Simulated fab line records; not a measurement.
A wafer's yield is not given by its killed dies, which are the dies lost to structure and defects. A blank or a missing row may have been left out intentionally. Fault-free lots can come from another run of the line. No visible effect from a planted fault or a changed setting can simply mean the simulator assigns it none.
Which tool is to blame? | flow n5Finfet | 11 lots (31 wafers sampled), 1 step of a 1938-step route

== WHAT THE GAUGES READ, wafer by wafer ==
N5_BEOL_M13_INSPECT_12: inspects for defects (macro). Usual: rawDefectCount reads 2.0 (standard deviation 1.4).
lot  | measured     | on               | rawDefectCount | flag
L970 | day 10 07:50 | defectInspect-01 | 0 1 1          | 
L971 | day 11 02:32 | defectInspect-01 | 1 5 2          | 
L977 | day 12 11:52 | defectInspect-02 | 3 2 0          | 
L978 | day 12 22:32 | defectInspect-02 | 0 3 4          | 
L980 | day 13 09:17 | defectInspect-02 | 4 3            | 
L979 | day 13 13:22 | defectInspect-01 | 1 1 0          | 
L982 | day 14 03:22 | defectInspect-01 | 0 0 3          | 
L984 | day 14 08:22 | defectInspect-02 | 4 3 2          | 
L985 | day 14 13:51 | defectInspect-01 | 3 2 4          | 
L986 | day 14 20:39 | defectInspect-02 | 2 2            | 
L992 | day 16 11:26 | defectInspect-02 | 0 0 4          | 

== TOOL THAT RAN EACH LOT (tool first, then ch and the chambers of the sampled wafers, then the start) ==
Before these readings, the record contains no process step.

== AS READ BY THE TOOLS THEMSELVES (means over the sampled wafers that have a number; for cases with no such wafer, the mark the record gives instead) ==
The record holds no such reading with a usual standard deviation.

== THE ANSWER, worked out from the rows above alone ==
Rule: a lot counts as off when the mean over its wafers that have a number is more than 3 standard deviations away from the usual mean. A lot without any number at a reading at which 4 lots or more have one is off too. Where the step has rows for the other lots, those lots are counted as sound. Order of review: gauges by route order, followed by the tools' own readings, for which a lot's mean as printed above is used. The first step at which some lot is off is used, and at that step the reading that is off furthest; a lot without a number counts as furthest.
No lot is off on any of the readings shown, so nothing can be concluded from this.

== WHAT HAD BEEN PUT IN BY THE SIMULATOR ==
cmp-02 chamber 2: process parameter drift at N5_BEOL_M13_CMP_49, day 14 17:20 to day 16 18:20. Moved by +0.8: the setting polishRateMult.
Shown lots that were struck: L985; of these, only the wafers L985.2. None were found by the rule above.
